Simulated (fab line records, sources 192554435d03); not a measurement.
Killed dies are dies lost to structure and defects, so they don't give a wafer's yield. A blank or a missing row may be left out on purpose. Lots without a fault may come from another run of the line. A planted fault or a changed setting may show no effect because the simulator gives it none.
Split-lot experiment | flow n5_finfet | 7 lots, 21 wafers read, on a route of 1938 steps

THE SPLIT
At N5_BEOL_M6_COAT_22 (resist thk 30 nm), the setting spin_rpm was moved away from the recipe's 1500 rpm on 7 of the 21 wafers read, by -7.1% to +6.5%. The other wafers ran this setting at the recipe's value.

FROM THE SPLIT TO THE READING: what the file shows between them, 2 steps
- N5_BEOL_M6_EBR_24
- N5_BEOL_M6_SOFTBAKE_23: time 60 s

THE READING
CAR-EUV_of_BEOL_M6_COAT_22.thk_nm (the simulator's own value, which no gauge read), in nm, at N5_BEOL_M6_DESCUM_33 (chemistry O2, time 7 s). The file gives no usual value for it. The 14 wafers here that ran the recipe average 26.1 nm, standard deviation 0.13 nm.

wafer  | tool, chamber at the split | spin_rpm as run, rpm | against the recipe | CAR-EUV_of_BEOL_M6_COAT_22.thk_nm, nm | against lot-mates on the recipe
L077.1 | litho_track-02, 0          | 1500                 | recipe             | 26.2                                  | -
L077.5 | litho_track-02, 0          | 1500                 | recipe             | 26.2                                  | -
L077.6 | litho_track-02, 0          | 1407                 | -6.2%              | 27                                    | +0.8
L080.1 | litho_track-01, 0          | 1394                 | -7.1%              | 27.2                                  | +1.2
L080.3 | litho_track-01, 0          | 1500                 | recipe             | 26                                    | -
L080.6 | litho_track-01, 0          | 1394                 | -7.1%              | 27                                    | +1.0
L081.1 | litho_track-02, 0          | 1500                 | recipe             | 26.2                                  | -
L081.2 | litho_track-02, 0          | 1500                 | recipe             | 26.2                                  | -
L081.5 | litho_track-02, 0          | 1500                 | recipe             | 26.2                                  | -
L082.2 | litho_track-04, 0          | 1555                 | +3.7%              | 25.6                                  | -0.6
L082.3 | litho_track-04, 0          | 1500                 | recipe             | 26.2                                  | -
L082.4 | litho_track-04, 0          | 1500                 | recipe             | 26.2                                  | -
L086.2 | litho_track-02, 0          | 1500                 | recipe             | 26.2                                  | -
L086.5 | litho_track-02, 0          | 1500                 | recipe             | 26                                    | -
L086.6 | litho_track-02, 0          | 1410                 | -6.0%              | 27.2                                  | +1.1
L091.3 | litho_track-01, 0          | 1500                 | recipe             | 26                                    | -
L091.6 | litho_track-01, 0          | 1500                 | recipe             | 26                                    | -
L091.4 | litho_track-01, 0          | 1500                 | recipe             | 25.8                                  | -
L093.2 | litho_track-04, 0          | 1597                 | +6.5%              | 25.2                                  | -0.8
L093.3 | litho_track-04, 0          | 1597                 | +6.5%              | 25                                    | -1.0
L093.5 | litho_track-04, 0          | 1500                 | recipe             | 26                                    | -

THE FIT
A straight line over all 21 wafers: CAR-EUV_of_BEOL_M6_COAT_22.thk_nm changes by -0.151 nm for each +1% of spin_rpm; r = -0.98; the points scatter about the line by 0.13 nm.
The same after taking each lot's own level away (the mean of its wafers on the recipe; 21 wafers): -0.15 nm for each +1%; r = -0.99; scatter 0.091 nm.
On that fit, the largest move of spin_rpm shifts the reading by 1.1 nm.
The lots' own levels span 25.93 to 26.20 nm, that is 2.1 times the standard deviation above.
So the lot-to-lot level changes the slope little: the two slopes agree.
Check: with one of the wafers moved furthest among these (-7.1%) left out of the fit, the line predicts +1.04 nm for it against its lot-mates. It came out at +1.2 nm against them.

OTHER SPLITS ON THESE WAFERS
These wafers also went through other splits before the reading. Each is held against what the fit with the lots' levels taken away leaves over:
other split on the same wafers | wafers away from the commonest value | r with CAR-EUV_of_BEOL_M6_COAT_22.thk_nm (lot level and that fit taken away)
N5_BEOL_M5_ILD_DEP_00 time_s   | 8                                    | -0.12
N5_BEOL_M5_COAT_05 spin_rpm    | 9                                    | +0.29

THE WHOLE CHAIN: every reading that the file lists as answering this split, in the file's order
step                 | what it does           | reading                                                                            | change (the file's fit)               | r (the file's)
N5_BEOL_M6_COAT_22   | resist thk 30 nm       | CAR-EUV_of_BEOL_M6_COAT_22.thk_nm (the simulator's own value, which no gauge read) | -0.161 nm for each +1% of the setting | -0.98
N5_BEOL_M6_DESCUM_33 | chemistry O2, time 7 s | CAR-EUV_of_BEOL_M6_COAT_22.thk_nm (the simulator's own value, which no gauge read) | -0.152 nm for each +1% of the setting | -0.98

THE FILE'S OWN FIT
CAR-EUV_of_BEOL_M6_COAT_22.thk_nm changes by -0.152 nm for each +1% of spin_rpm, r = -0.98.
